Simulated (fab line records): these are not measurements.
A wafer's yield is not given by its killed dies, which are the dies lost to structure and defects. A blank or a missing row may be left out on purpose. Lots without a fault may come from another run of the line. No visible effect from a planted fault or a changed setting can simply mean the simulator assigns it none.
fab line records ; flow n5Finfet
record: lots: 6; wafers: 16; lastDay: 18
route steps=1938 shown FIN_CUT@161 BEOL_M4@1111 PASSIVATION@1936
lots that met no fault: taken from a fault-free run of the same line
startH: start of the lot's first displayed wafer, in hours after the record's first day ; waitH: hours elapsed since this lot's preceding step ; " the same as in the row above ; L1.1+2: a single row standing in for several wafers ; - no value present, or no start provided ; * or withheld: withheld ; < > ~ a bound
route shown NAME@n: a module of which the file shows steps, and the number in the route of the first ; usual: mean/standard deviation taken from wafers without a fault ; same: alike in all rows ; chamber/n: place in a boat ; sites: the reading at each site ; _std_site: the standard deviation of these ; _edge_site: outer sites' mean less inner sites' ; radiusMm: for every site, how far away it sits from the centre of the wafer ; mask NAME#n: copy n ; behind: the most recent tool/chamber to have shaped the wafer ; hold: the reason the lot was held/the length of the hold in hours/how it ended ; device: transistor that didn't switch, given as n, p or np ; end of line: tests run on the same wafers once the route is complete ; for a step that has no rows: nothing shown but its recipe ; killed: count of dies lost to structure and defects at first sort (not the wafer's yield) ; map: per-die view of a wafer (x killed, . not killed, _ where there is no die)
set.NAME: the setting as run; set.NAME@STEP: as run at that earlier step ; model.NAME: the simulator's own value behind a step, which no gauge read
lots at selected steps of the route; one table per step, one row per wafer
services: from which hour (startH, from the record's first day; less than 0 if before it) a tool's chamber was out of use, for how many hours, and why
== steps ==
step: N5_FIN_CUT_PEB_06
recipe: pebTempC: 100; pebTimeS: 60; resist: CAR-EUV
step: N5_FIN_CUT_DEVELOP_07
recipe: developTimeS: 30; developer: TMAH; resist: CAR-EUV; rinseLiquid: surfactantRinse; dry: airSpin; devTempC: 23
step: N5_FIN_CUT_CD_MEAS_08
recipe: targetCdNm: 29.1; landingEnergyEv: 500; detector: seInlens; polarity: opening
usual: cdNm: 29.15/0.24
lot.wafer;tool;chamber;startH;waitH;cdNm
L930.3;cdSem-01;0;57.67;-;29.28
L930.5;cdSem-01;0;57.67;-;29.02
L930.6;cdSem-01;0;57.67;-;28.88
L933.3;cdSem-03;0;78.15;-;29.26
L933.5;cdSem-03;0;78.15;-;29.34
L934.3;cdSem-01;0;81.60;-;28.90
L934.4;cdSem-01;0;81.60;-;29.18
L942.2;cdSem-01;0;130.39;-;28.84
L942.5;cdSem-01;0;130.39;-;28.88
L942.6;cdSem-01;0;130.39;-;28.87
L947.1;cdSem-03;0;158.63;-;29.31
L947.5;cdSem-03;0;158.63;-;29.16
L947.6;cdSem-03;0;158.63;-;29.22
L948.3;cdSem-01;0;165.76;-;29.30
L948.4;cdSem-01;0;165.76;-;28.77
L948.5;cdSem-01;0;165.76;-;29.10
step: N5_FIN_CUT_OVL_MEAS_09
recipe: pointsPerWafer: 522
usual: FIN_CUT_OVL: 0.0/0.75
same: pointsPerWafer: 522
lot.wafer;tool;chamber;startH;waitH;FIN_CUT_OVL[nm]
L930.3;overlay-02;0;57.71;0.0;0.6
L930.5;overlay-02;0;57.71;0.0;-0.2
L930.6;overlay-02;0;57.71;0.0;-0.2
L933.3;overlay-01;0;78.19;0.0;-0.3
L933.5;overlay-01;0;78.19;0.0;-1.3
L934.3;overlay-02;0;81.64;0.0;-0.3
L934.4;overlay-02;0;81.64;0.0;1.6
L942.2;overlay-01;0;130.43;0.0;1.7
L942.5;overlay-01;0;130.43;0.0;-0.4
L942.6;overlay-01;0;130.43;0.0;0.6
L947.1;overlay-01;0;158.66;0.0;-0.8
L947.5;overlay-01;0;158.66;0.0;0.7
L947.6;overlay-01;0;158.66;0.0;-0.6
L948.3;overlay-01;0;165.80;0.0;-0.5
L948.4;overlay-01;0;165.80;0.0;-0.3
L948.5;overlay-01;0;165.80;0.0;-1.4
step: N5_FIN_CUT_INSPECT_10
recipe: mode: adi; inspectInstrument: brightfield
usual: rawDefectCount: 41/11
lot.wafer;tool;chamber;startH;waitH;rawDefectCount
L930.3;defectInspect-01;-;57.76;0.0;36
L930.5;defectInspect-01;-;57.76;0.0;39
L930.6;defectInspect-01;-;57.76;0.0;49
L933.3;defectInspect-02;-;78.24;0.0;19
L933.5;defectInspect-02;-;78.24;0.0;46
L934.3;defectInspect-01;-;81.68;0.0;43
L934.4;defectInspect-01;-;81.68;0.0;39
L942.2;defectInspect-01;-;130.48;0.0;38
L942.5;defectInspect-01;-;130.48;0.0;37
L942.6;defectInspect-01;-;130.48;0.0;46
L947.1;defectInspect-02;-;158.72;0.1;34
L947.5;defectInspect-02;-;158.72;0.1;46
L947.6;defectInspect-02;-;158.72;0.1;41
L948.3;defectInspect-02;-;165.85;0.0;31
L948.4;defectInspect-02;-;165.85;0.0;24
L948.5;defectInspect-02;-;165.85;0.0;28
step: N5_FIN_CUT_DESCUM_13
recipe: chemistry: O2; timeS: 7; sourcePowerW: 50; biasPowerW: 20; pressureMtorr: 20; rfFrequencyHz: 2.712e+07; tempC: 40; resist: CAR-EUV; o2FlowSccm: 225
usual: drypumpMotorCurrentA: 5.9/0.58; oesProductAu: 0.76/0.079; rfVppV: 242.9/1.4; showerheadPlenumPTorr: 2.07/0.067; throttleValvePct: 20.46/0.16
lot.wafer;tool;chamber;startH;waitH;drypumpMotorCurrentA;oesProductAu;rfHoursCounterH;rfVppV;showerheadPlenumPTorr;throttleValvePct
L930.3;rieDiel-02;2;57.79;0.0;6.8;0.89;32;243.9;2.12;20.60
L930.5;rieDiel-02;2;57.79;0.0;6.7;0.90;-;243.6;2.12;20.60
L930.6;rieDiel-02;1;57.79;0.0;6.2;0.73;-;242.4;2.06;20.58
L933.3;rieDiel-02;2;78.78;0.5;6.8;0.89;38;244.1;2.12;20.62
L933.5;rieDiel-02;0;78.78;0.5;5.1;0.71;-;241.4;1.97;20.44
L934.3;rieDiel-02;1;81.72;0.0;6.2;0.71;227;243.3;2.05;20.59
L934.4;rieDiel-02;0;81.72;0.0;5.0;0.71;221;241.6;1.97;20.44
L942.2;rieDiel-04;0;130.52;0.0;5.4;0.67;231;242.9;2.14;20.81
L942.5;rieDiel-04;3;130.52;0.0;5.5;0.68;-;242.3;2.00;20.47
L942.6;rieDiel-04;0;130.52;0.0;5.4;0.67;-;245.1;2.14;20.82
L947.1;rieDiel-05;2;158.75;0.0;6.5;0.92;27;241.4;2.06;20.42
L947.5;rieDiel-05;3;158.75;0.0;6.3;0.80;-;242.0;2.02;20.33
L947.6;rieDiel-05;2;158.75;0.0;6.5;0.92;-;240.4;2.06;20.42
L948.3;rieDiel-04;0;165.88;0.0;5.4;0.66;244;242.8;2.14;20.84
L948.4;rieDiel-04;3;165.88;0.0;5.5;0.96;5;246.4;2.26;20.15
L948.5;rieDiel-04;0;165.88;0.0;5.4;0.66;-;243.1;2.14;20.85
step: N5_FIN_CUT_ETCH_30
recipe: chemistry: N2/H2; target: underlayer; targetDepthA: 130; maskMaterial: CAR-EUV; timeS: 10.4; ionEnergyEv: 200; pressureMtorr: 30; sourceW: 840; biasW: 150; n2FlowSccm: 200; h2FlowSccm: 200; ends: cleared
usual: drypumpMotorCurrentA: 5.9/0.57; etchRfOnTimeS: 10.49/0.29; h2FlowSccm: 199.9/0.62; oesProductAu: 0.65/0.064; rfVppV: 523.4/2.5; showerheadPlenumPTorr: 2.52/0.086; throttleValvePct: 17.93/0.23
lot.wafer;tool;chamber;startH;waitH;drypumpMotorCurrentA;etchRfOnTimeS;h2FlowSccm;oesProductAu;rfHoursCounterH;rfVppV;showerheadPlenumPTorr;throttleValvePct
L930.3;rieDiel-02;2;57.83;0.0;6.7;10.73;200.0;0.75;32;524.1;2.59;18.01
L930.5;rieDiel-02;2;57.83;0.0;6.8;10.80;198.9;0.74;-;524.6;2.59;18.00
L930.6;rieDiel-02;1;57.83;0.0;6.2;10.70;199.8;0.60;-;523.2;2.51;18.25
L933.3;rieDiel-02;2;78.81;0.0;6.8;10.74;199.8;0.74;38;525.3;2.59;18.02
L933.5;rieDiel-02;0;78.81;0.0;5.0;10.03;201.2;0.61;-;520.0;2.40;17.91
L934.3;rieDiel-02;1;81.75;0.0;6.2;10.60;198.4;0.60;227;524.5;2.51;18.26
L934.4;rieDiel-02;0;81.75;0.0;5.1;10.03;198.8;0.62;221;519.9;2.39;17.92
L942.2;rieDiel-04;0;130.55;0.0;5.4;10.25;199.7;0.58;231;526.1;2.61;18.34
L942.5;rieDiel-04;3;130.55;0.0;5.5;10.55;199.9;0.58;-;520.1;2.38;17.61
L942.6;rieDiel-04;0;130.55;0.0;5.4;10.29;200.4;0.58;-;525.8;2.61;18.36
L947.1;rieDiel-05;2;158.79;0.0;6.5;10.61;198.3;0.78;27;522.0;2.49;17.66
L947.5;rieDiel-05;3;158.79;0.0;6.3;10.79;199.6;0.68;-;520.8;2.46;17.82
L947.6;rieDiel-05;2;158.79;0.0;6.5;10.51;200.0;0.78;-;520.8;2.49;17.68
L948.3;rieDiel-04;0;165.91;0.0;5.4;10.16;201.0;0.57;244;525.0;2.60;18.38
L948.4;rieDiel-04;3;165.91;0.0;5.5;10.45;200.1;0.82;5;530.3;2.70;17.22
L948.5;rieDiel-04;0;165.91;0.0;5.4;10.18;200.3;0.57;-;526.6;2.60;18.38
step: N5_FIN_CUT_ETCH_20
recipe: chemistry: CF4; target: SiARC; targetDepthA: 260; maskMaterial: CAR-EUV; timeS: 43.3; ionEnergyEv: 80; pressureMtorr: 40; sourceW: 545; biasW: 36; Ar_flow_sccm: 100; cf4FlowSccm: 100; ends: cleared
step: N5_FIN_CUT_ETCH_21
recipe: chemistry: N2/H2; target: SOC; targetDepthA: 2190; overetchA: 438; maskMaterial: SiARC; tempC: 40; ionEnergyEv: 100; biasW: 61; timeS: 523.5; pressureMtorr: 30; sourceW: 850; n2FlowSccm: 200; h2FlowSccm: 200
usual: drypumpMotorCurrentA: 5.9/0.58; h2FlowSccm: 200.0/0.58; oesProductAu: 0.70/0.071; rfVppV: 240.5/1.4; runLengthS: 546.9/0.46; showerheadPlenumPTorr: 2.52/0.086; throttleValvePct: 17.89/0.23
lot.wafer;tool;chamber;startH;waitH;drypumpMotorCurrentA;h2FlowSccm;oesProductAu;rfHoursCounterH;rfVppV;runLengthS;showerheadPlenumPTorr;throttleValvePct
L930.3;rieDiel-02;2;57.89;0.0;6.8;199.8;0.82;32;241.3;546.9;2.59;17.97
L930.5;rieDiel-02;2;57.89;0.0;6.7;201.0;0.81;-;241.4;546.6;2.59;17.98
L930.6;rieDiel-02;1;57.89;0.0;6.2;200.4;0.66;-;240.7;547.0;2.51;18.19
L933.3;rieDiel-02;2;78.87;0.0;6.7;200.9;0.81;38;241.6;546.7;2.59;18.00
L933.5;rieDiel-02;0;78.87;0.0;5.1;199.4;0.66;-;239.7;545.9;2.40;17.87
L934.3;rieDiel-02;1;81.81;0.0;6.2;200.0;0.65;227;240.7;546.8;2.51;18.21
L934.4;rieDiel-02;0;81.81;0.0;5.0;200.2;0.65;221;239.2;545.8;2.40;17.88
L942.2;rieDiel-04;0;130.61;0.0;5.4;199.4;0.62;232;240.3;546.8;2.61;18.31
L942.5;rieDiel-04;3;130.61;0.0;5.5;200.8;0.63;-;239.4;547.1;2.38;17.57
L942.6;rieDiel-04;0;130.61;0.0;5.4;200.1;0.62;-;242.5;546.8;2.61;18.31
L947.1;rieDiel-05;2;158.85;0.0;6.5;201.2;0.83;28;241.0;547.7;2.49;17.63
L947.5;rieDiel-05;3;158.85;0.0;6.3;199.6;0.75;-;240.1;546.7;2.46;17.78
L947.6;rieDiel-05;2;158.85;0.0;6.5;199.6;0.84;-;239.5;547.2;2.49;17.62
L948.3;rieDiel-04;0;165.97;0.0;5.4;200.4;0.62;244;240.7;547.0;2.60;18.34
L948.4;rieDiel-04;3;165.97;0.0;5.5;199.4;0.88;5;242.6;547.1;2.70;17.18
L948.5;rieDiel-04;0;165.97;0.0;5.4;199.7;0.62;-;242.0;547.2;2.60;18.35
step: N5_FIN_CUT_STRIP_23
recipe: chemistry: N2/H2; tempC: 40; n2FlowSccm: 200; h2FlowSccm: 200; rfFrequencyHz: 6e+07
step: N5_FIN_CUT_STRIP_31
recipe: chemistry: N2/H2; tempC: 40; n2FlowSccm: 200; h2FlowSccm: 200; rfFrequencyHz: 6e+07
step: N5_FIN_CUT_STRIP_24
recipe: chemistry: CF4; resist: SiARC; powerW: 300; biasPowerW: 75; pressureMtorr: 50; cf4FlowSccm: 150; rfFrequencyHz: 6e+07
usual: cf4FlowSccm: 150.0/0.49; drypumpMotorCurrentA: 5.9/0.58; oesProductAu: 0.75/0.077; rfVppV: 270.8/1.4; showerheadPlenumPTorr: 1.78/0.053; throttleValvePct: 13.68/0.19
lot.wafer;tool;chamber;startH;waitH;cf4FlowSccm;drypumpMotorCurrentA;oesProductAu;rfHoursCounterH;rfVppV;showerheadPlenumPTorr;throttleValvePct
L930.3;rieDiel-02;2;58.21;0.0;150.0;6.7;0.88;32;271.8;1.83;13.74
L930.5;rieDiel-02;2;58.21;0.0;150.0;6.7;0.88;-;271.7;1.83;13.73
L930.6;rieDiel-02;1;58.21;0.0;150.5;6.2;0.70;-;271.1;1.78;13.87
L933.3;rieDiel-02;2;79.19;0.0;149.3;6.7;0.87;38;270.7;1.83;13.74
L933.5;rieDiel-02;0;79.19;0.0;149.4;5.0;0.70;-;269.7;1.71;13.77
L934.3;rieDiel-02;1;82.13;0.0;150.4;6.2;0.70;227;270.7;1.77;13.90
L934.4;rieDiel-02;0;82.13;0.0;150.3;5.0;0.70;221;267.8;1.71;13.77
L942.2;rieDiel-04;0;130.93;0.0;150.1;5.4;0.67;232;271.8;1.84;14.04
L942.5;rieDiel-04;3;130.93;0.0;149.7;5.5;0.68;-;269.5;1.71;13.64
L942.6;rieDiel-04;0;130.93;0.0;150.5;5.4;0.66;-;272.1;1.84;14.04
L947.1;rieDiel-05;2;159.17;0.0;149.0;6.5;0.91;28;270.0;1.77;13.51
L947.5;rieDiel-05;3;159.17;0.0;149.6;6.3;0.80;-;270.0;1.74;13.45
L947.6;rieDiel-05;2;159.17;0.0;149.6;6.4;0.91;-;270.0;1.77;13.50
L948.3;rieDiel-04;0;166.30;0.0;149.9;5.4;0.66;245;271.9;1.84;14.08
L948.4;rieDiel-04;3;166.30;0.0;150.9;5.5;0.95;5;273.0;1.91;13.09
L948.5;rieDiel-04;0;166.30;0.0;150.3;5.4;0.66;-;271.2;1.84;14.06
step: N5_FIN_CUT_CUT_ETCH_26
recipe: chemistry: CH3F/O2; target: SiNx; targetDepthA: 390; maskMaterial: SOC; timeS: 55.7; pressureMtorr: 30; sourceW: 395; biasW: 73; Ar_flow_sccm: 150; CH3F_flow_sccm: 30; O2_flow_sccm: 20; ionEnergyEv: 120
usual: drypumpMotorCurrentA: 5.9/0.58; oesProductAu: 0.76/0.075; rfVppV: 295/5.9; runLengthS: 79.0/0.49; showerheadPlenumPTorr: 1.98/0.069; throttleValvePct: 16.42/0.19
lot.wafer;tool;chamber;startH;waitH;drypumpMotorCurrentA;oesProductAu;rfHoursCounterH;rfVppV;runLengthS;showerheadPlenumPTorr;throttleValvePct;model.etch.depthNm
L930.3;rieDiel-02;2;58.23;0.0;6.7;0.87;32;291;78.6;2.04;16.52;38.06
L930.5;rieDiel-02;2;58.23;0.0;6.7;0.88;-;291;78.9;2.04;16.54;38.29
L930.6;rieDiel-02;1;58.23;0.0;6.2;0.70;-;299;78.7;1.99;16.66;38.47
L933.3;rieDiel-02;2;79.21;0.0;6.7;0.88;38;292;76.3;2.04;16.54;36.9
L933.5;rieDiel-02;0;79.21;0.0;5.0;0.72;-;292;78.2;1.88;16.37;39.56
L934.3;rieDiel-02;1;82.15;0.0;6.2;0.71;227;299;76.4;1.99;16.67;37.4
L934.4;rieDiel-02;0;82.15;0.0;5.1;0.72;221;293;78.1;1.88;16.39;40.08
L942.2;rieDiel-04;0;130.95;0.0;5.4;0.68;232;313;79.1;2.05;16.78;39.21
L942.5;rieDiel-04;3;130.95;0.0;5.5;0.68;-;285;79.5;1.89;16.33;38.37
L942.6;rieDiel-04;0;130.95;0.0;5.4;0.68;-;312;79.4;2.05;16.80;39
L947.1;rieDiel-05;2;159.19;0.0;6.5;0.91;28;290;79.2;1.97;16.28;38.59
L947.5;rieDiel-05;3;159.19;0.0;6.3;0.80;-;298;78.9;1.92;16.18;37.88
L947.6;rieDiel-05;2;159.19;0.0;6.5;0.91;-;290;79.2;1.97;16.25;38.76
L948.3;rieDiel-04;0;166.32;0.0;5.4;0.67;245;311;79.4;2.05;16.81;39.6
L948.4;rieDiel-04;3;166.32;0.0;5.4;0.96;5;289;79.5;2.14;15.91;38.41
L948.5;rieDiel-04;0;166.32;0.0;5.4;0.67;-;313;79.1;2.05;16.82;39.48
step: N5_FIN_CUT_CUT_ETCH_27
recipe: chemistry: CHF3/O2; target: SiO2; targetDepthA: 40; maskMaterial: SOC; overetchA: 20; timeS: 4.9; pressureMtorr: 30; sourceW: 650; biasW: 170; Ar_flow_sccm: 200; CHF3_flow_sccm: 50; O2_flow_sccm: 5; ionEnergyEv: 200
usual: CHF3_flow_sccm: 49.98/0.14; drypumpMotorCurrentA: 5.9/0.58; oesProductAu: 0.60/0.061; rfVppV: 520/10; showerheadPlenumPTorr: 2.39/0.079; throttleValvePct: 18.88/0.2
lot.wafer;tool;chamber;startH;waitH;CHF3_flow_sccm;drypumpMotorCurrentA;oesProductAu;rfHoursCounterH;rfVppV;showerheadPlenumPTorr;throttleValvePct
L930.3;rieDiel-02;2;58.27;0.0;49.66;6.7;0.70;32;515;2.45;19.04
L930.5;rieDiel-02;2;58.27;0.0;49.68;6.7;0.70;-;515;2.45;19.04
L930.6;rieDiel-02;1;58.27;0.0;49.97;6.2;0.56;-;526;2.40;19.15
L933.3;rieDiel-02;2;79.26;0.0;49.86;6.7;0.69;38;516;2.45;19.03
L933.5;rieDiel-02;0;79.26;0.0;49.71;5.1;0.56;-;517;2.27;18.83
L934.3;rieDiel-02;1;82.20;0.0;49.88;6.2;0.56;227;526;2.40;19.17
L934.4;rieDiel-02;0;82.20;0.0;49.97;5.1;0.56;221;517;2.27;18.81
L942.2;rieDiel-04;0;131.00;0.0;49.80;5.4;0.53;232;549;2.46;19.22
L942.5;rieDiel-04;3;131.00;0.0;49.95;5.4;0.54;-;500;2.28;18.72
L942.6;rieDiel-04;0;131.00;0.0;50.08;5.4;0.53;-;549;2.46;19.24
L947.1;rieDiel-05;2;159.24;0.0;50.05;6.5;0.72;28;511;2.37;18.78
L947.5;rieDiel-05;3;159.24;0.0;50.13;6.3;0.64;-;527;2.32;18.63
L947.6;rieDiel-05;2;159.24;0.0;49.85;6.5;0.72;-;509;2.37;18.76
L948.3;rieDiel-04;0;166.36;0.0;50.05;5.4;0.53;245;549;2.46;19.25
L948.4;rieDiel-04;3;166.36;0.0;50.04;5.5;0.76;5;508;2.57;18.37
L948.5;rieDiel-04;0;166.36;0.0;50.05;5.4;0.53;-;549;2.46;19.26
step: N5_BEOL_M4_RC_MEAS_101
usual: DIBL_N: 36.0/1.7; DIBL_P: 36.0/2; IOFF_N: 0.156/0.028; IOFF_P: 0.21/0.04; ION_N: 673/12; ION_P: 463/8.3; SS_N: 71.4/0.6; SS_P: 73.3/0.66; VT_N: 250/3; VT_P: -250/3.8
lot.wafer;tool;chamber;startH;waitH;DIBL_N[mV/V];DIBL_P[mV/V];IOFF_N[nA/um];IOFF_P[nA/um];ION_N[uA/um];ION_P[uA/um];SS_N[mV/dec];SS_P[mV/dec];VT_N[mV];VT_P[mV]
L930.3;prober-01;0;190.76;0.3;37.4;38.2;0.173;0.26;684;472;71.7;74.2;247;-245
L930.5;prober-01;0;190.76;0.3;35.7;35.0;0.137;0.20;668;456;70.9;72.8;252;-251
L930.6;prober-01;0;190.76;0.3;35.6;34.9;0.127;0.19;654;456;72.3;72.7;252;-251
L933.3;prober-02;0;208.19;0.3;36.4;35.3;0.167;0.21;680;473;71.4;74.1;249;-250
L933.5;prober-02;0;208.19;0.3;36.3;35.7;0.160;0.22;676;468;70.8;74.0;251;-248
L934.3;prober-02;0;216.57;0.3;38.0;38.0;0.187;0.22;675;461;72.2;73.6;248;-253
L934.4;prober-02;0;216.57;0.3;35.2;34.8;0.135;0.18;681;468;71.1;72.6;252;-254
L942.2;prober-02;0;274.30;0.2;36.8;36.6;0.163;0.23;694;475;71.6;72.9;247;-247
L942.5;prober-02;0;274.30;0.2;38.2;37.5;0.184;0.24;700;476;72.0;73.9;248;-245
L942.6;prober-02;0;274.30;0.2;38.3;37.1;0.164;0.23;673;463;72.0;73.0;250;-249
L947.1;prober-01;0;298.51;0.0;33.8;32.2;0.107;0.14;638;443;71.5;72.4;257;-259
L947.5;prober-01;0;298.51;0.0;33.1;31.8;0.107;0.13;661;452;71.0;71.8;255;-258
L947.6;prober-01;0;298.51;0.0;36.6;36.4;0.147;0.18;663;455;71.3;73.4;253;-255
L948.3;prober-02;0;312.89;0.3;37.0;38.0;0.186;0.23;682;463;71.3;73.9;247;-249
L948.4;prober-02;0;312.89;0.3;38.8;40.0;0.218;0.26;711;480;72.0;74.3;244;-247
L948.5;prober-02;0;312.89;0.3;36.3;37.7;0.167;0.21;698;474;71.3;73.4;250;-252
step: N5_PASSIVATION_PROBE_49
usual: defectLimitedYield: 91.6/1.6; killed_at_M0_to_M3: 31/10; killed_at_M4_up: 14/6.3; killedAtContacts: 12/6.1; killedAtFrontEnd: 39/12; killedAtOther: 3.7/2.8; killedDies: 100/19; killedOpen: 66/14; killedShort: 33/8.1; sort_bin_5_function: 5.0/1.1; sort_bin_6_memory: 3.2/0.66; sort_bin_8_speed: 0.01/0.077; sortNPass: 1080/18; sortYieldPct: 91.6/1.6
same: grossDies: 1180; killedAtBackSide: 0; sort_bin_4_leakage[%]: 0
lot.wafer;tool;chamber;startH;waitH;defectLimitedYield[%];killed_at_M0_to_M3;killed_at_M4_up;killedAtContacts;killedAtFrontEnd;killedAtOther;killedDies;killedOpen;killedShort;sort_bin_5_function[%];sort_bin_6_memory[%];sort_bin_8_speed[%];sortNPass;sortYieldPct[%]
L930.3;prober-01;-;297.13;0.1;90.9;40;9;14;38;6;107;74;32;5.5;3.0;0;1073;90.9
L930.5;prober-01;-;297.23;0.2;89.7;36;6;10;63;6;121;75;46;6.7;3.1;0;1059;89.7
L930.6;prober-01;-;297.28;0.3;92.0;49;12;12;21;0;94;63;31;4.7;3.0;0;1086;92.0
killed by level:class
L930.3 MOL_CONTACT_COAG:geometricParticle:open=11 BEOL_M0_SAQP:geometricParticle:open=10 BEOL_M3:geometricParticle:open=10 BEOL_M0_SAQP:geometricParticle:short=8 STI_FIN_REVEAL:geometricParticle:open=7 FIN_SAQP:geometricParticle:open=5 BEOL_M1:geometricParticle:open=5 STARTING-WAFER:geometricParticle:short=5
L930.5 BEOL_M0_SAQP:geometricParticle:open=16 FIN_SAQP:geometricParticle:open=13 FIN_SAQP:geometricParticle:short=11 MOL_CONTACT_COAG:geometricParticle:open=9 STI_FIN_REVEAL:geometricParticle:open=8 BEOL_M0_SAQP:geometricParticle:short=7 STARTING-WAFER:geometricParticle:short=7 GATE_CUT:geometricParticle:short=6
L930.6 BEOL_M3:geometricParticle:open=14 BEOL_M0_SAQP:geometricParticle:short=12 MOL_CONTACT_COAG:geometricParticle:open=8 BEOL_M1:geometricParticle:open=7 BEOL_M0_SAQP:geometricParticle:open=6 FIN_SAQP:geometricParticle:open=5 BEOL_M2:geometricParticle:open=5 MOL_CONTACT_COAG:geometricParticle:short=4
== services ==
tool;chamber;startH;hours;kind
rieDiel-05;2;46.82;-;clean
rieDiel-05;2;46.82;-;consumableReplace:focusRing
rieDiel-05;2;46.82;21.5;scheduledDown
rieDiel-05;2;46.82;21.5;ventCycle
rieDiel-05;1;55.66;1.7;repair
rieDiel-05;-;77.98;2.8;pm
rieDiel-02;2;84.27;3.8;repair
rieDiel-04;3;136.00;-;clean
rieDiel-04;3;136.00;-;consumableReplace:focusRing
rieDiel-04;3;136.00;-;consumableReplace:showerhead
rieDiel-04;3;136.00;14.5;scheduledDown
rieDiel-04;3;136.00;14.5;ventCycle
rieDiel-04;1;142.41;4.1;repair
rieDiel-05;0;149.93;9.9;repair
rieDiel-02;1;158.69;-;clean
rieDiel-02;1;158.69;-;consumableReplace:focusRing
rieDiel-02;1;158.69;32.3;scheduledDown
rieDiel-02;1;158.69;32.3;ventCycle
== key ==
firstSign: step: N5_FIN_CUT_CUT_ETCH_26; reading: runLengthS; direction: down; sigmas: 5.4; usual: *; struck: *
effect none on later readings
modelEffect: step: N5_FIN_CUT_CUT_ETCH_26; value: etch.depthNm; without: 38.97; struck: 37.15
metAt N5_FIN_CUT_CUT_ETCH_26
struckWafers L933.3,L934.3
onsetBetween 58.23 79.21
fault: kind: processParameterDrift; tool: rieDiel-02; chamber: -; onsetH: 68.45; steps: N5_FIN_CUT_CUT_ETCH_26; channel: timeS; offset: *; shape: step; endH: 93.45; scope: struckWafersOnly; actsIn: *; stated: *
